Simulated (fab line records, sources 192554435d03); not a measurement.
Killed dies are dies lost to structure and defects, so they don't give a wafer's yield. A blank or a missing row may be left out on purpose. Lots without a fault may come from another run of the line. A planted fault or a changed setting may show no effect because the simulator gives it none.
fab line records | flow n5_finfet
record lots=5 wafers=15 last_day=16
route steps=1938 shown MIM_TOP@1837 MIM_TOP_LITHO@1839 MIM_TOP_ETCH@1851 MIM_BOT_LITHO@1854 MIM_BOT_ETCH@1866
lots that met no fault: from a run of the same line without faults
start_h: hours from the record's first day to the start of the lot's first wafer shown | wait_h: hours since the lot's step before | " the same as in the row above | L1.1+2: a row that stands for several wafers | - no value, or no start given | * or withheld: withheld | < > ~ a bound
route shown NAME@n: a module of which the file shows steps, and the number in the route of the first | usual: mean/standard deviation of fault-free wafers | same: alike in all rows | chamber/n: place in a boat | sites: the reading at each site | _std_site: their standard deviation | _edge_site: outer sites' mean less inner sites' | radius_mm: how far each site lies from the wafer's centre | mask NAME#n: copy n | behind: the tool/chamber that last shaped the wafer | hold: why the lot was held/for how many hours/how that ended | device: the transistor (n, p or np) that didn't switch | end of line: the same wafers' tests at the end of the route | a step without rows: its recipe alone | killed: dies lost to structure and defects at the first sort, not the wafer's yield | map: a wafer's dies, x killed, . not, _ none there
set.NAME: the setting as run; set.NAME@STEP: as run at that earlier step | model.NAME: the simulator's own value behind a step, which no gauge read
lots at some steps of the route; a table a step, a row a wafer
services: from which hour (start_h, from the record's first day; less than 0 if before it) a tool's chamber was out of use, for how many hours, and why
## steps
# step N5_MIM_TOP_DEGAS_04
# recipe ambient=vacuum temp_c=300 time_s=60
# usual heater_power_w=467/40
# columns lot.wafer tool chamber start_h wait_h heater_power_w
L084.3 pvd_sputter-01 - 321.03 - 429
L084.5 " - " " 435
L084.6 " - " " 445
L088.3 pvd_sputter-03 - 349.39 - 489
L088.4 " - " " 425
L088.5 " - " " 491
L089.3 pvd_sputter-02 - 353.44 - 397
L089.4 " - " " 492
L089.6 " - " " 551
L091.2 pvd_sputter-02 - 356.00 - 397
L091.4 " - " " 568
L091.6 " - " " 560
L092.4 pvd_sputter-03 - 366.55 - 432
L092.5 " - " " 422
L092.6 " - " " 428
# step N5_MIM_TOP_SPUTTER_03
# recipe material=TiN target_thk_a=350 temp_c=200 power_w=3000 chamber_pressure_pa=0.49996 gas=Ar reactive_partial_pa=0.37997 time_s=89.7
# usual throttle_valve_pct=29.6/1.3
# columns lot.wafer tool chamber start_h wait_h throttle_valve_pct
L084.3 pvd_sputter-01 - 321.07 0.0 29.2
L084.5 " - " " 29.3
L084.6 " - " " 31.0
L088.3 pvd_sputter-03 - 349.43 0.0 28.0
L088.4 " - " " 30.3
L088.5 " - " " 29.2
L089.3 pvd_sputter-02 - 353.48 0.0 30.0
L089.4 " - " " 31.0
L089.6 " - " " 29.8
L091.2 pvd_sputter-02 - 356.04 0.0 30.0
L091.4 " - " " 29.8
L091.6 " - " " 30.0
L092.4 pvd_sputter-03 - 366.59 0.0 30.2
L092.5 " - " " 30.3
L092.6 " - " " 27.0
# step N5_MIM_TOP_LITHO_HMDS_01
# recipe time_s=60 temp_c=120
# usual plate_temp_C=120.01/0.13
# columns lot.wafer tool chamber start_h wait_h plate_temp_C
L084.3 litho_track-02 0 321.17 0.1 119.90
L084.5 " 0 " " 119.99
L084.6 " 0 " " 120.04
L088.3 litho_track-01 0 349.54 0.1 119.83
L088.4 " 0 " " 119.76
L088.5 " 0 " " 119.62
L089.3 litho_track-01 0 353.59 0.1 119.90
L089.4 " 0 " " 119.90
L089.6 " 0 " " 119.97
L091.2 litho_track-04 0 356.15 0.1 120.07
L091.4 " 0 " " 120.00
L091.6 " 0 " " 120.20
L092.4 litho_track-02 0 366.69 0.1 120.03
L092.5 " 0 " " 120.07
L092.6 " 0 " " 120.12
# step N5_MIM_TOP_LITHO_COAT_02
# recipe spin_rpm=* resist_thk_nm=*
# columns lot.wafer tool chamber start_h wait_h
L084.3+5+6 litho_track-02 0 - -
L088.3+4+5 litho_track-01 0 - -
L089.3+4+6 litho_track-01 0 - -
L091.2+4+6 litho_track-04 0 - -
L092.4+5+6 litho_track-02 0 - -
# step N5_MIM_TOP_LITHO_EBR_04
# recipe solvent=PGMEA ebr_width_mm=1.5
# columns lot.wafer tool chamber start_h wait_h
L084.3+5+6 litho_track-02 0 - -
L088.3+4+5 litho_track-01 0 - -
L089.3+4+6 litho_track-01 0 - -
L091.2+4+6 litho_track-04 0 - -
L092.4+5+6 litho_track-02 0 - -
# step N5_MIM_TOP_LITHO_SOFTBAKE_03
# recipe temp_c=100 time_s=90
# usual plate_temp_C=100.04/0.13
# columns lot.wafer tool chamber start_h wait_h plate_temp_C
L084.3 litho_track-02 0 - - 100.20
L084.5 " 0 " " 100.27
L084.6 " 0 " " 100.25
L088.3 litho_track-01 0 - - 100.04
L088.4 " 0 " " 100.01
L088.5 " 0 " " 100.14
L089.3 litho_track-01 0 - - 100.04
L089.4 " 0 " " 100.13
L089.6 " 0 " " 99.96
L091.2 litho_track-04 0 - - 99.99
L091.4 " 0 " " 100.08
L091.6 " 0 " " 100.01
L092.4 litho_track-02 0 - - 99.85
L092.5 " 0 " " 99.75
L092.6 " 0 " " 99.85
# step N5_MIM_TOP_LITHO_EXPOSE_05
# recipe mask_id=MIM_TOP na=0.55 source_shape=conventional sigma_outer=0.8 polarization=unpolarized target_cd_nm=2000 dose_mj=20.5
# usual focus_offset_nm=0.0/0.52
# columns lot.wafer tool chamber start_h wait_h mask focus_offset_nm
L084.3 krf_scanner-02 0 321.42 - MIM_TOP#0 0.2
L084.5 " 0 " " MIM_TOP#0 0.4
L084.6 " 0 " " MIM_TOP#0 0.7
L088.3 krf_scanner-01 0 349.78 - MIM_TOP#0 0.3
L088.4 " 0 " " MIM_TOP#0 -0.6
L088.5 " 0 " " MIM_TOP#0 0.2
L089.3 krf_scanner-02 0 353.83 - MIM_TOP#0 -0.4
L089.4 " 0 " " MIM_TOP#0 -0.5
L089.6 " 0 " " MIM_TOP#0 -0.2
L091.2 krf_scanner-01 0 356.26 - MIM_TOP#0 0.1
L091.4 " 0 " " MIM_TOP#0 0.4
L091.6 " 0 " " MIM_TOP#0 0.7
L092.4 krf_scanner-01 0 366.82 - MIM_TOP#0 0.0
L092.5 " 0 " " MIM_TOP#0 0.3
L092.6 " 0 " " MIM_TOP#0 0.3
# step N5_MIM_TOP_LITHO_PEB_06
# recipe peb_temp_c=withheld peb_time_s=*
# columns lot.wafer tool chamber start_h wait_h
L084.3+5+6 litho_track-01 0 321.46 0.0
L088.3+4+5 litho_track-01 0 349.83 0.0
L089.3+4+6 litho_track-02 0 353.88 0.0
L091.2+4+6 litho_track-01 0 356.31 0.0
L092.4+5+6 litho_track-04 0 366.86 0.0
# step N5_MIM_TOP_LITHO_DEVELOP_07
# recipe develop_time_s=60 rinse_liquid=diw dry=air_spin dev_temp_c=21
# columns lot.wafer tool chamber start_h wait_h
L084.3+5+6 litho_track-01 0 - -
L088.3+4+5 litho_track-01 0 - -
L089.3+4+6 litho_track-02 0 - -
L091.2+4+6 litho_track-01 0 - -
L092.4+5+6 litho_track-04 0 - -
# step N5_MIM_TOP_LITHO_HARDBAKE_09
# recipe temp_c=130 time_s=120
# usual plate_temp_C=130.00/0.13
# columns lot.wafer tool chamber start_h wait_h plate_temp_C
L084.3 litho_track-01 0 - - 129.83
L084.5 " 0 " " 130.00
L084.6 " 0 " " 130.18
L088.3 litho_track-01 0 - - 129.97
L088.4 " 0 " " 130.01
L088.5 " 0 " " 130.11
L089.3 litho_track-02 0 - - 130.04
L089.4 " 0 " " 130.21
L089.6 " 0 " " 130.16
L091.2 litho_track-01 0 - - 130.09
L091.4 " 0 " " 130.00
L091.6 " 0 " " 130.04
L092.4 litho_track-04 0 - - 130.01
L092.5 " 0 " " 129.90
L092.6 " 0 " " 129.98
# step N5_MIM_TOP_LITHO_CD_MEAS_08
# recipe target_cd_nm=2000 landing_energy_ev=500 detector=se_inlens
# usual cd_nm=2000.3/1.6
# columns lot.wafer tool chamber start_h wait_h cd_nm
L084.3 cd_sem-02 0 321.58 - 2002.5
L084.5 " 0 " " 2001.3
L084.6 " 0 " " 1998.9
L088.3 cd_sem-02 0 349.95 - 2002.2
L088.4 " 0 " " 2002.5
L088.5 " 0 " " 2001.5
L089.3 cd_sem-02 0 354.00 - 1998.3
L089.4 " 0 " " 1999.1
L089.6 " 0 " " 2000.7
L091.2 cd_sem-02 0 356.43 - 2000.9
L091.4 " 0 " " 1998.6
L091.6 " 0 " " 2000.0
L092.4 cd_sem-03 0 366.98 - 1999.1
L092.5 " 0 " " 1999.6
L092.6 " 0 " " 1998.2
# step N5_MIM_TOP_LITHO_OVL_MEAS_11
# recipe points_per_wafer=44
# usual MIM_TOP_OVL=2/5.6
# columns lot.wafer tool chamber start_h wait_h MIM_TOP_OVL[nm]
L084.3 overlay-01 0 321.61 0.0 0
L084.5 " 0 " " -5
L084.6 " 0 " " 8
L088.3 overlay-02 0 349.98 0.0 -3
L088.4 " 0 " " 4
L088.5 " 0 " " 1
L089.3 overlay-02 0 354.03 0.0 4
L089.4 " 0 " " -3
L089.6 " 0 " " 3
L091.2 overlay-01 0 356.46 0.0 -1
L091.4 " 0 " " -5
L091.6 " 0 " " 0
L092.4 overlay-02 0 367.01 0.0 -4
L092.5 " 0 " " -10
L092.6 " 0 " " -4
# step N5_MIM_TOP_LITHO_INSPECT_12
# recipe mode=adi inspect_instrument=macro
# usual raw_defect_count=1.9/1.5
# columns lot.wafer tool chamber start_h wait_h raw_defect_count
L084.3 defect_inspect-02 - 321.64 0.0 0
L084.5 " - " " 1
L084.6 " - " " 3
L088.3 defect_inspect-01 - 350.00 0.0 1
L088.4 " - " " 1
L088.5 " - " " 0
L089.3 defect_inspect-02 - 354.05 0.0 2
L089.4 " - " " 2
L089.6 " - " " 1
L091.2 defect_inspect-02 - 356.48 0.0 5
L091.4 " - " " 3
L091.6 " - " " 0
L092.4 defect_inspect-01 - 367.04 0.0 4
L092.5 " - " " 1
L092.6 " - " " 1
# step N5_MIM_TOP_LITHO_DESCUM_10
# recipe chemistry=O2 time_s=7.9 source_power_w=50 bias_power_w=20 pressure_mtorr=20 rf_frequency_hz=2.712e+07 temp_c=40 o2_flow_sccm=225
# usual drypump_motor_current_A=5.8/0.5 oes_product_au=0.79/0.08 rf_vpp_V=242.8/1.2 showerhead_plenum_p_Torr=2.07/0.055 temp_c=40.01/0.11 throttle_valve_pct=20.30/0.22
# columns lot.wafer tool chamber start_h wait_h drypump_motor_current_A oes_product_au rf_hours_counter_h rf_vpp_V showerhead_plenum_p_Torr temp_c throttle_valve_pct
L084.3 rie_diel-01 3 321.67 0.0 5.3 0.81 102 242.9 2.02 39.95 20.31
L084.5 " 1 " " 6.4 0.74 - 241.1 2.02 40.07 20.44
L084.6 " 2 " " 6.3 0.88 - 241.7 2.06 40.09 20.16
L088.3 rie_diel-02 0 350.04 0.0 6.1 0.76 140 244.2 2.10 40.03 20.12
L088.4 " 1 " " 5.5 0.91 - 243.8 2.13 39.92 20.01
L088.5 " 2 " " 5.1 0.80 - 241.3 1.99 40.02 20.05
L089.3 rie_diel-01 1 354.08 0.0 6.4 0.73 180 242.6 2.01 40.04 20.45
L089.4 " 1 " " 6.4 0.73 - 241.2 2.01 39.99 20.44
L089.6 " 0 " " 5.7 0.69 - 242.6 2.08 40.11 20.49
L091.2 rie_diel-01 0 356.52 0.0 5.7 0.70 227 241.9 2.08 39.94 20.48
L091.4 " 0 " " 5.7 0.69 - 241.8 2.08 39.78 20.49
L091.6 " 1 " " 6.4 0.73 - 241.6 2.01 39.93 20.45
L092.4 rie_diel-01 3 367.42 0.4 5.3 0.78 115 242.4 2.02 40.09 20.33
L092.5 " 0 " " 5.7 0.68 - 241.4 2.08 39.92 20.50
L092.6 " 1 " " 6.4 0.72 - 241.5 2.01 39.87 20.46
# step N5_MIM_TOP_ETCH_ETCH_00
# recipe chemistry=Cl2/BCl3 target=TiN target_depth_a=385 ion_energy_ev=150 pressure_mtorr=10 icp_w=1000 bias_w=126 Cl2_flow_sccm=53.25 bcl3_flow_sccm=21.75 Ar_flow_sccm=25
# usual bias_w=125.9/0.36 drypump_motor_current_A=5.76/0.23 mfc_cl2_sccm=53.26/0.17 oes_ar_750_au=0.77/0.085 oes_product_au=0.78/0.08 throttle_valve_pct=22.64/0.23
# columns lot.wafer tool chamber start_h wait_h bias_w drypump_motor_current_A mfc_cl2_sccm oes_ar_750_au oes_product_au throttle_valve_pct
L084.3 rie_metal-01 0 321.80 0.1 125.5 5.60 53.30 0.81 0.81 22.38
L084.5 " 1 " " 126.5 5.96 53.42 0.65 0.68 22.99
L084.6 " 0 " " 125.9 5.60 53.33 0.81 0.81 22.37
L088.3 rie_metal-01 1 350.16 0.1 125.7 5.98 53.27 0.65 0.67 23.00
L088.4 " 0 " " 125.5 5.61 53.16 0.80 0.79 22.39
L088.5 " 1 " " 126.0 5.99 53.38 0.65 0.67 23.00
L089.3 rie_metal-03 0 354.30 0.2 126.7 5.49 53.03 0.89 0.88 22.74
L089.4 " 0 " " 125.8 5.48 52.85 0.88 0.88 22.72
L089.6 " 0 " " 126.0 5.48 52.93 0.89 0.89 22.74
L091.2 rie_metal-02 0 356.65 0.1 125.6 5.55 53.21 0.80 0.79 22.53
L091.4 " 0 " " 126.4 5.55 53.26 0.80 0.78 22.54
L091.6 " 0 " " 126.1 5.57 53.31 0.81 0.79 22.55
L092.4 rie_metal-03 0 367.55 0.1 125.8 5.49 53.34 0.86 0.87 22.74
L092.5 " 0 " " 125.6 5.48 53.19 0.87 0.88 22.74
L092.6 " 1 " " 126.0 6.05 53.25 0.69 0.70 22.71
# step N5_MIM_TOP_ETCH_STRIP_01
# recipe chemistry=O2 power_w=600 temp_c=60 pressure_mtorr=30 rf_frequency_hz=6e+07 bias_power_w=0 overash_fraction=0.5 o2_flow_sccm=225
# usual drypump_motor_current_A=5.8/0.31 oes_product_au=0.77/0.065 rf_vpp_V=3.6/1.3 showerhead_plenum_p_Torr=2.13/0.064 temp_c=60.01/0.12 throttle_valve_pct=16.70/0.26
# columns lot.wafer tool chamber start_h wait_h drypump_motor_current_A oes_product_au rf_hours_counter_h rf_vpp_V showerhead_plenum_p_Torr temp_c throttle_valve_pct
L084.3 rie_diel-03 3 321.93 0.1 5.8 0.84 62 3.2 2.11 60.07 16.64
L084.5 " 1 " " 5.9 0.68 - 4.5 2.15 59.98 17.18
L084.6 " 2 " " 5.4 0.74 - 2.7 2.10 60.26 16.74
L088.3 rie_diel-03 0 350.26 0.1 5.2 0.85 63 4.2 2.14 59.95 16.58
L088.4 " 1 " " 5.9 0.68 244 4.7 2.15 60.05 17.16
L088.5 " 1 " " 5.9 0.68 - 5.4 2.15 60.11 17.16
L089.3 rie_diel-04 0 354.48 0.1 5.9 0.72 218 2.4 2.17 59.89 16.81
L089.4 " 2 " " 6.1 0.75 205 3.8 2.15 60.05 16.33
L089.6 " 1 " " 5.7 0.88 - 3.1 2.05 59.73 16.27
L091.2 rie_diel-05 1 356.87 0.2 5.8 0.81 99 4.3 2.10 60.08 16.52
L091.4 " 2 " " 6.3 0.71 201 3.8 2.17 59.86 17.15
L091.6 " 3 " " 6.1 0.78 - 0.9 2.20 59.89 16.76
L092.4 rie_diel-05 2 367.65 0.1 6.3 0.71 205 3.2 2.17 60.01 17.14
L092.5 " 0 " " 6.1 0.71 - 1.6 2.15 60.11 16.67
L092.6 " 3 " " 6.1 0.81 - 4.2 2.20 60.04 16.73
# step N5_MIM_TOP_ETCH_PECVD_03
# recipe material=SiNx target_thk_a=200 temp_c=400 precursor=SiH4/NH3/N2 pressure_torr=1.5 rf_w=300 time_s=17.6
# usual heater_power_w=755/110 showerhead_plenum_p_Torr=5.13/0.059 throttle_valve_pct=40.3/2.1
# columns lot.wafer tool chamber start_h wait_h heater_power_w showerhead_plenum_p_Torr throttle_valve_pct
L084.3 pecvd-02 0 322.00 - 684 5.07 41.4
L084.5 " 1 " " 884 5.22 41.4
L084.6 " 0 " " 664 5.05 41.3
L088.3 pecvd-01 0 350.33 - 710 5.01 39.4
L088.4 " 2 " " 610 5.17 39.6
L088.5 " 0 " " 696 5.00 39.1
L089.3 pecvd-01 1 354.55 - 652 5.15 44.7
L089.4 " 2 " " 590 5.16 39.4
L089.6 " 0 " " 684 5.00 39.4
L091.2 pecvd-02 1 356.94 - 847 5.21 41.4
L091.4 " 1 " " 832 5.23 41.6
L091.6 " 2 " " 984 5.14 39.1
L092.4 pecvd-03 2 367.73 - 680 5.18 37.5
L092.5 " 0 " " 835 5.13 42.3
L092.6 " 1 " " 816 5.12 40.0
# step N5_MIM_BOT_LITHO_HMDS_01
# recipe time_s=60 temp_c=120
# usual plate_temp_C=119.99/0.13
# columns lot.wafer tool chamber start_h wait_h plate_temp_C
L084.3 litho_track-02 0 322.07 0.1 119.94
L084.5 " 0 " " 119.95
L084.6 " 0 " " 119.83
L088.3 litho_track-03 0 350.40 0.1 119.90
L088.4 " 0 " " 119.79
L088.5 " 0 " " 120.02
L089.3 litho_track-02 0 354.62 0.1 120.05
L089.4 " 0 " " 120.02
L089.6 " 0 " " 120.02
L091.2 litho_track-05 0 357.01 0.0 120.17
L091.4 " 0 " " 119.87
L091.6 " 0 " " 119.95
L092.4 litho_track-02 0 367.79 0.0 120.17
L092.5 " 0 " " 120.19
L092.6 " 0 " " 120.10
# step N5_MIM_BOT_LITHO_COAT_02
# recipe spin_rpm=* resist_thk_nm=*
# columns lot.wafer tool chamber start_h wait_h
L084.3+5+6 litho_track-02 0 - -
L088.3+4+5 litho_track-03 0 - -
L089.3+4+6 litho_track-02 0 - -
L091.2+4+6 litho_track-05 0 - -
L092.4+5+6 litho_track-02 0 - -
# step N5_MIM_BOT_LITHO_EBR_04
# recipe solvent=PGMEA ebr_width_mm=1.5
# columns lot.wafer tool chamber start_h wait_h
L084.3+5+6 litho_track-02 0 - -
L088.3+4+5 litho_track-03 0 - -
L089.3+4+6 litho_track-02 0 - -
L091.2+4+6 litho_track-05 0 - -
L092.4+5+6 litho_track-02 0 - -
# step N5_MIM_BOT_LITHO_SOFTBAKE_03
# recipe temp_c=100 time_s=90
# usual plate_temp_C=100.03/0.12
# columns lot.wafer tool chamber start_h wait_h plate_temp_C
L084.3 litho_track-02 0 - - 99.98
L084.5 " 0 " " 100.07
L084.6 " 0 " " 100.07
L088.3 litho_track-03 0 - - 100.05
L088.4 " 0 " " 100.17
L088.5 " 0 " " 99.92
L089.3 litho_track-02 0 - - 100.04
L089.4 " 0 " " 99.90
L089.6 " 0 " " 99.87
L091.2 litho_track-05 0 - - 100.12
L091.4 " 0 " " 99.97
L091.6 " 0 " " 99.75
L092.4 litho_track-02 0 - - 100.12
L092.5 " 0 " " 100.17
L092.6 " 0 " " 100.08
# step N5_MIM_BOT_LITHO_EXPOSE_05
# recipe mask_id=MIM_BOT na=0.55 source_shape=conventional sigma_outer=0.8 polarization=unpolarized dose_mj=24.25
# usual focus_offset_nm=0.1/0.51
# columns lot.wafer tool chamber start_h wait_h mask focus_offset_nm
L084.3 krf_scanner-02 0 322.19 - MIM_BOT#0 -0.1
L084.5 " 0 " " MIM_BOT#0 0.4
L084.6 " 0 " " MIM_BOT#0 -0.2
L088.3 krf_scanner-02 0 350.52 - MIM_BOT#0 0.0
L088.4 " 0 " " MIM_BOT#0 0.1
L088.5 " 0 " " MIM_BOT#0 -0.1
L089.3 krf_scanner-01 0 354.86 - MIM_BOT#0 0.3
L089.4 " 0 " " MIM_BOT#0 0.5
L089.6 " 0 " " MIM_BOT#0 0.2
L091.2 krf_scanner-01 0 357.25 - MIM_BOT#0 0.0
L091.4 " 0 " " MIM_BOT#0 0.4
L091.6 " 0 " " MIM_BOT#0 -0.7
L092.4 krf_scanner-01 0 367.91 - MIM_BOT#0 -0.3
L092.5 " 0 " " MIM_BOT#0 0.4
L092.6 " 0 " " MIM_BOT#0 -0.5
# step N5_MIM_BOT_LITHO_PEB_06
# recipe peb_temp_c=withheld peb_time_s=*
# columns lot.wafer tool chamber start_h wait_h
L084.3+5+6 litho_track-03 0 322.23 0.0
L088.3+4+5 litho_track-05 0 350.56 0.0
L089.3+4+6 litho_track-02 0 354.91 0.0
L091.2+4+6 litho_track-02 0 357.30 0.0
L092.4+5+6 litho_track-02 0 367.95 0.0
# step N5_MIM_BOT_LITHO_DEVELOP_07
# recipe develop_time_s=60 rinse_liquid=diw dry=air_spin dev_temp_c=21
# columns lot.wafer tool chamber start_h wait_h
L084.3+5+6 litho_track-03 0 - -
L088.3+4+5 litho_track-05 0 - -
L089.3+4+6 litho_track-02 0 - -
L091.2+4+6 litho_track-02 0 - -
L092.4+5+6 litho_track-02 0 - -
# step N5_MIM_BOT_LITHO_HARDBAKE_09
# recipe temp_c=130 time_s=120
# usual plate_temp_C=129.98/0.13
# columns lot.wafer tool chamber start_h wait_h plate_temp_C
L084.3 litho_track-03 0 - - 129.99
L084.5 " 0 " " 129.83
L084.6 " 0 " " 130.01
L088.3 litho_track-05 0 - - 130.24
L088.4 " 0 " " 130.02
L088.5 " 0 " " 129.85
L089.3 litho_track-02 0 - - 130.05
L089.4 " 0 " " 130.03
L089.6 " 0 " " 130.09
L091.2 litho_track-02 0 - - 129.78
L091.4 " 0 " " 129.86
L091.6 " 0 " " 129.77
L092.4 litho_track-02 0 - - 129.96
L092.5 " 0 " " 129.98
L092.6 " 0 " " 130.03
# step N5_MIM_BOT_LITHO_CD_MEAS_08
# recipe target_cd_nm=3000 landing_energy_ev=500 detector=se_inlens polarity=opening
# usual cd_nm=3000.1/1.6
# columns lot.wafer tool chamber start_h wait_h cd_nm
L084.3 cd_sem-03 0 322.35 - 2997.5
L084.5 " 0 " " 2998.9
L084.6 " 0 " " 3000.4
L088.3 cd_sem-02 0 350.69 - 2998.8
L088.4 " 0 " " 3001.3
L088.5 " 0 " " 2998.7
L089.3 cd_sem-01 0 355.03 - 2998.3
L089.4 " 0 " " 3001.4
L089.6 " 0 " " 2998.5
L091.2 cd_sem-02 0 357.42 - 2999.0
L091.4 " 0 " " 3000.1
L091.6 " 0 " " 3002.0
L092.4 cd_sem-01 0 368.07 - 2999.3
L092.5 " 0 " " 3001.4
L092.6 " 0 " " 3002.1
# step N5_MIM_BOT_LITHO_OVL_MEAS_11
# recipe points_per_wafer=44
# usual MIM_BOT_OVL=3/5.1
# columns lot.wafer tool chamber start_h wait_h MIM_BOT_OVL[nm]
L084.3 overlay-01 0 322.38 0.0 5
L084.5 " 0 " " 2
L084.6 " 0 " " 6
L088.3 overlay-02 0 350.71 0.0 2
L088.4 " 0 " " 3
L088.5 " 0 " " 8
L089.3 overlay-02 0 355.06 0.0 4
L089.4 " 0 " " -3
L089.6 " 0 " " -3
L091.2 overlay-02 0 357.45 0.0 4
L091.4 " 0 " " 0
L091.6 " 0 " " 8
L092.4 overlay-01 0 368.10 0.0 6
L092.5 " 0 " " 7
L092.6 " 0 " " 4
# step N5_MIM_BOT_LITHO_INSPECT_12
# recipe mode=adi inspect_instrument=macro
# usual raw_defect_count=2.0/1.4
# columns lot.wafer tool chamber start_h wait_h raw_defect_count
L084.3 defect_inspect-02 - 322.41 0.0 2
L084.5 " - " " 2
L084.6 " - " " 0
L088.3 defect_inspect-02 - 350.74 0.0 1
L088.4 " - " " 6
L088.5 " - " " 2
L089.3 defect_inspect-02 - 355.08 0.0 0
L089.4 " - " " 3
L089.6 " - " " 1
L091.2 defect_inspect-01 - 357.47 0.0 2
L091.4 " - " " 1
L091.6 " - " " 2
L092.4 defect_inspect-01 - 368.12 0.0 2
L092.5 " - " " 0
L092.6 " - " " 1
# step N5_MIM_BOT_LITHO_DESCUM_10
# recipe chemistry=O2 time_s=7.9 source_power_w=50 bias_power_w=20 pressure_mtorr=20 rf_frequency_hz=2.712e+07 temp_c=40 o2_flow_sccm=225
# usual drypump_motor_current_A=5.8/0.49 oes_product_au=0.78/0.08 rf_vpp_V=242.9/1.4 showerhead_plenum_p_Torr=2.07/0.06 temp_c=40.01/0.11 throttle_valve_pct=20.31/0.23
# columns lot.wafer tool chamber start_h wait_h drypump_motor_current_A oes_product_au rf_hours_counter_h rf_vpp_V showerhead_plenum_p_Torr temp_c throttle_valve_pct
L084.3 rie_diel-01 2 322.44 0.0 6.2 0.87 43 243.1 2.06 39.75 20.15
L084.5 " 1 " " 6.4 0.74 - 242.4 2.02 40.06 20.42
L084.6 " 0 " " 5.8 0.70 - 242.7 2.09 40.03 20.46
L088.3 rie_diel-01 2 350.77 0.0 6.3 0.86 53 242.5 2.05 40.08 20.18
L088.4 " 0 " " 5.7 0.69 - 242.8 2.08 39.90 20.46
L088.5 " 1 " " 6.4 0.74 - 241.4 2.01 40.18 20.44
L089.3 rie_diel-01 0 355.12 0.0 5.7 0.70 227 242.6 2.08 39.82 20.49
L089.4 " 2 " " 6.2 0.87 - 242.0 2.05 40.03 20.19
L089.6 " 1 " " 6.4 0.74 - 241.1 2.01 40.06 20.45
L091.2 rie_diel-02 2 357.53 0.1 5.1 0.78 124 242.5 1.99 39.96 20.06
L091.4 " 0 " " 6.1 0.75 144 244.0 2.10 40.04 20.12
L091.6 " 0 " " 6.1 0.76 - 241.1 2.10 40.09 20.12
L092.4 rie_diel-01 0 368.16 0.0 5.8 0.69 232 244.4 2.08 39.94 20.48
L092.5 " 2 " " 6.3 0.85 - 242.9 2.05 39.90 20.19
L092.6 " 1 " " 6.4 0.73 - 242.2 2.01 39.98 20.46
# step N5_MIM_BOT_ETCH_ETCH_04
# recipe chemistry=CF4/O2 target=SiNx target_depth_a=260 time_s=13 ion_energy_ev=100 pressure_mtorr=40 source_w=535 bias_w=49 Ar_flow_sccm=100 cf4_flow_sccm=100 O2_flow_sccm=10
# usual bias_w=49.00/0.12 cf4_flow_sccm=99.99/0.29 drypump_motor_current_A=5.8/0.49 oes_ar_750_au=0.78/0.077 oes_product_au=0.78/0.079 rf_vpp_V=240/7 showerhead_plenum_p_Torr=2.19/0.061 throttle_valve_pct=15.90/0.22
# columns lot.wafer tool chamber start_h wait_h bias_w cf4_flow_sccm drypump_motor_current_A oes_ar_750_au oes_product_au rf_hours_counter_h rf_vpp_V showerhead_plenum_p_Torr throttle_valve_pct
L084.3 rie_diel-01 2 322.51 0.0 48.94 100.30 6.2 0.88 0.87 43 230 2.16 15.65
L084.5 " 1 " " 48.97 99.98 6.4 0.74 0.74 - 242 2.12 15.94
L084.6 " 0 " " 48.97 100.00 5.8 0.70 0.71 - 239 2.20 16.08
L088.3 rie_diel-01 2 350.84 0.0 49.15 100.37 6.3 0.87 0.85 53 229 2.15 15.65
L088.4 " 0 " " 48.90 100.00 5.7 0.69 0.70 - 238 2.20 16.08
L088.5 " 1 " " 49.00 100.38 6.4 0.73 0.73 - 243 2.11 15.93
L089.3 rie_diel-01 0 355.18 0.0 48.79 99.90 5.7 0.68 0.70 227 239 2.20 16.10
L089.4 " 2 " " 49.10 100.37 6.2 0.87 0.85 - 229 2.15 15.67
L089.6 " 1 " " 48.94 99.85 6.4 0.73 0.73 - 242 2.11 15.96
L091.2 rie_diel-02 2 357.59 0.0 48.87 100.16 5.1 0.79 0.80 124 228 2.13 15.78
L091.4 " 0 " " 49.02 100.06 6.1 0.77 0.75 144 240 2.22 15.75
L091.6 " 0 " " 49.18 100.14 6.1 0.76 0.75 - 241 2.22 15.76
L092.4 rie_diel-01 0 368.22 0.0 48.78 99.88 5.7 0.69 0.70 232 240 2.19 16.10
L092.5 " 2 " " 48.97 100.06 6.2 0.85 0.84 - 230 2.15 15.67
L092.6 " 1 " " 48.97 100.23 6.4 0.72 0.72 - 243 2.11 15.97
# step N5_MIM_BOT_ETCH_ETCH_03
# recipe chemistry=Cl2/BCl3 target_depth_a=120 pressure_mtorr=8 icp_w=800 bias_w=100 Cl2_flow_sccm=20 bcl3_flow_sccm=80
# usual bias_w=100.01/0.29 drypump_motor_current_A=5.74/0.22 mfc_cl2_sccm=20.00/0.051 oes_product_au=0.78/0.081 throttle_valve_pct=27.5/0.35
# columns lot.wafer tool chamber start_h wait_h bias_w drypump_motor_current_A mfc_cl2_sccm oes_product_au rf_hours_counter_h throttle_valve_pct
L084.3 rie_metal-02 0 322.62 0.1 100.15 5.53 19.95 0.80 - 27.4
L084.5 " 0 " " 100.02 5.50 20.03 0.80 - 27.4
L084.6 " 1 " " 100.12 5.98 19.96 0.84 - 27.1
L088.3 rie_metal-02 0 351.08 0.2 99.83 5.54 20.03 0.79 - 27.4
L088.4 " 0 " " 100.57 5.54 20.06 0.80 - 27.4
L088.5 " 0 " " 99.85 5.58 19.99 0.78 - 27.4
L089.3 rie_metal-03 0 355.33 0.1 99.46 5.48 19.99 0.89 - 27.6
L089.4 " 0 " " 99.89 5.47 19.94 0.88 - 27.6
L089.6 " 0 " " 100.05 5.47 20.03 0.88 - 27.6
L091.2 rie_metal-02 0 357.68 0.1 100.26 5.54 20.00 0.79 44 27.4
L091.4 " 1 " " 99.99 5.97 20.05 0.84 - 27.1
L091.6 " 1 " " 100.41 5.94 20.02 0.84 - 27.1
L092.4 rie_metal-01 0 368.34 0.1 100.08 5.59 20.06 0.78 - 27.0
L092.5 " 1 " " 100.40 5.97 20.00 0.66 - 28.0
L092.6 " 0 " " 99.94 5.61 20.04 0.79 - 27.0
## services
# columns tool chamber start_h hours kind
rie_diel-05 1 297.76 7.1 repair
rie_diel-02 0 301.45 6.4 repair
krf_scanner-02 - 302.71 1.0 pm
pvd_sputter-03 - 310.01 0.9 repair
rie_metal-03 0 311.11 7.5 repair
rie_diel-02 3 319.57 8.6 repair
rie_diel-03 3 329.38 6.4 repair
rie_metal-02 1 331.04 25.8 repair
krf_scanner-02 - 335.64 0.4 repair
krf_scanner-01 - 336.00 3.0 pm
rie_diel-02 3 339.67 - clean
rie_diel-02 3 339.67 - consumable_replace:focus_ring
rie_diel-02 3 339.67 16.0 scheduled_down
rie_diel-02 3 339.67 16.0 vent_cycle
pecvd-01 1 340.74 5.6 repair
rie_metal-03 1 342.75 14.6 repair
pecvd-03 - 354.87 5.1 repair
pecvd-02 - 360.01 6.0 pm
pecvd-01 - 366.40 2.8 pm
pvd_sputter-01 - 367.26 0.6 repair
pecvd-02 - 367.54 1.0 repair
## key
fault none
